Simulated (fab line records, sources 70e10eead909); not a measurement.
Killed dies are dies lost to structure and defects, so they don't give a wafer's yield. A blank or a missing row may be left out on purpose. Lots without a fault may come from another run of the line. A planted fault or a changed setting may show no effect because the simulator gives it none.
Chamber matching | flow nand_harc | NHARC_P_GATE_ETCH_104 on rie_diel-08: 4 sister chambers
The step etches the open film in CF4/CHF3, target depth 60 nm. 4 wafers are shown with their chamber, then 7 later ones without.

WAFERS WITH THEIR CHAMBER
wafer  | chamber | drypump_motor_current_A (A)
L542.3 | 0       | 5.9
L542.6 | 2       | 6.8
L545.1 | 1       | 5.5
L545.3 | 3       | 5.0

WAFERS WITHOUT THEIR CHAMBER
wafer  | drypump_motor_current_A (A)
L545.6 | 5.0
L546.1 | 5.5
L546.3 | 6.8
L546.5 | 5.9
L550.1 | 5.1
L550.2 | 6.8
L550.4 | 5.9

WHICH CHAMBER EACH WENT THROUGH
wafer  | from the rows above | in truth
L545.6 | 3                   | 3
L546.1 | 1                   | 1
L546.3 | 2                   | 2
L546.5 | 0                   | 0
L550.1 | 3                   | 3
L550.2 | 2                   | 2
L550.4 | 0                   | 0
Placed correctly: 7 of 7. Can't be placed from these rows: 0. Placed wrongly: 0.
How it was worked out, from the rows above alone: a wafer's distance from a chamber is the root of the sum, over the readings, of the square of ((its reading less the chamber's mean) divided by the reading's scatter). The wafer belongs to the nearest chamber; if the next one is less than 2 further off, it can't be placed. A chamber's mean is the mean of its shown wafers. The scatter: with one shown wafer a chamber, the root of the mean of the squares of how far each hidden wafer lies from its nearest shown one.
